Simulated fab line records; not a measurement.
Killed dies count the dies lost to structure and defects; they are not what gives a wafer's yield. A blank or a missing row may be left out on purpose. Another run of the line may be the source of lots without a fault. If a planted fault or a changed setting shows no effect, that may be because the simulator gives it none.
Matching of chambers :: flow n5Finfet :: 3 sister chambers for N5_BEOL_M10_ILD_DEP_00 on pecvd-02
The step deposits SiCOH lowk from DEMS/porogen, target thk 308.51 nm, time 58 s. 3 wafers are shown with their chamber, then 8 later ones without.

== WAFERS PAIRED WITH THEIR CHAMBERS ==
wafer: L088.3
chamber: 2
throttleValvePct (%): 12.8

wafer: L086.5
chamber: 1
throttleValvePct (%): 13.3

wafer: L090.3
chamber: 0
throttleValvePct (%): 13.6

== WAFERS WITHOUT THEIR CHAMBER ==
wafer: L090.4
throttleValvePct (%): 13.4

wafer: L090.6
throttleValvePct (%): 13.7

wafer: L093.2
throttleValvePct (%): 13.6

wafer: L093.3
throttleValvePct (%): 12.8

wafer: L093.4
throttleValvePct (%): 13.1

wafer: L095.2
throttleValvePct (%): 13.7

wafer: L095.5
throttleValvePct (%): 13.0

wafer: L095.6
throttleValvePct (%): 13.3

== WHICH CHAMBER EACH ONE RAN IN ==
wafer: L090.4
from the rows above: can't be placed: 1 or 0
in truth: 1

wafer: L090.6
from the rows above: 0
in truth: 0

wafer: L093.2
from the rows above: 0
in truth: 0

wafer: L093.3
from the rows above: 2
in truth: 2

wafer: L093.4
from the rows above: can't be placed: 1 or 2
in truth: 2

wafer: L095.2
from the rows above: 0
in truth: 0

wafer: L095.5
from the rows above: can't be placed: 2 or 1
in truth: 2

wafer: L095.6
from the rows above: 1
in truth: 1
Correct placement for 5 of the 8. Unplaceable from these rows: 3, with the true chamber sitting among the candidates in 3. Wrongly placed: 0.
How it was worked out, from the rows above alone: a wafer's distance from a chamber is the root of the sum, over the readings, of the square of ((its reading less the chamber's mean) divided by the reading's scatter). If the next closest chamber is less than 2 further off than the closest, the wafer can't be placed; otherwise it belongs to the closest. The mean given for a chamber averages the wafers shown for that chamber. The scatter: root of mean squared gap, hidden wafer to nearest shown wafer, with one shown wafer a chamber.
